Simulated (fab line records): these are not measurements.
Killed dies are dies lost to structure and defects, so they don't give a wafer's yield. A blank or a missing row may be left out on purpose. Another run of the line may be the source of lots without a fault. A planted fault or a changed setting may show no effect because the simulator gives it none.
Matching of chambers | flow n5_finfet | ald_sin-04 running N5_FIN_SAQP_SPACER1_ALD_24: 4 sister chambers
The step deposits SiO2, target thk 20.3 nm, pulse time 1 s, purge time 2 s. 7 wafers are shown with their chamber, then 7 later ones without.

## WAFERS PAIRED WITH THEIR CHAMBERS
wafer  | chamber | heater_power_w (W) | precursor_pulse_height_rel
L082.2 | 3       | 490                | 0.993
L086.5 | 1       | 471                | 0.975
L087.1 | 1       | 463                | 1.011
L087.3 | 0       | 489                | 0.964
L087.5 | 2       | 525                | 1.010
L088.2 | 3       | 514                | 0.982
L088.3 | 2       | 536                | 1.044

## WAFERS WITH NO CHAMBER GIVEN
wafer  | heater_power_w (W) | precursor_pulse_height_rel
L088.6 | 475                | 1.032
L095.1 | 518                | 0.997
L095.3 | 493                | 0.995
L095.4 | 479                | 1.034
L097.1 | 509                | 1.012
L097.2 | 497                | 1.013
L097.5 | 517                | 0.980

## THE CHAMBER EACH PASSED THROUGH
wafer  | from the rows above               | in truth
L088.6 | can't be placed: 1 or 3 or 0      | 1
L095.1 | can't be placed: 3 or 2 or 0      | 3
L095.3 | can't be placed: 3 or 0 or 1      | 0
L095.4 | can't be placed: 1 or 3 or 0      | 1
L097.1 | can't be placed: 3 or 2 or 0      | 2
L097.2 | can't be placed: 3 or 0 or 1 or 2 | 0
L097.5 | can't be placed: 3 or 2 or 0      | 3
Correct placement for 0 of the 7. From these rows, 7 cannot be placed; in 7 the true chamber is one of the candidates. Placed wrongly: 0.
How it was worked out, from the rows above alone: a wafer's distance from a chamber is the root of the sum, over the readings, of the square of ((its reading less the chamber's mean) divided by the reading's scatter). The wafer belongs to the nearest chamber; if the next one is less than 2 further off, it can't be placed. The mean given for a chamber averages the wafers shown for that chamber. How the scatter is found: for the shown wafers, subtract from each reading the mean of its chamber, square and add these, divide the total by (wafers less chambers), then take the root.
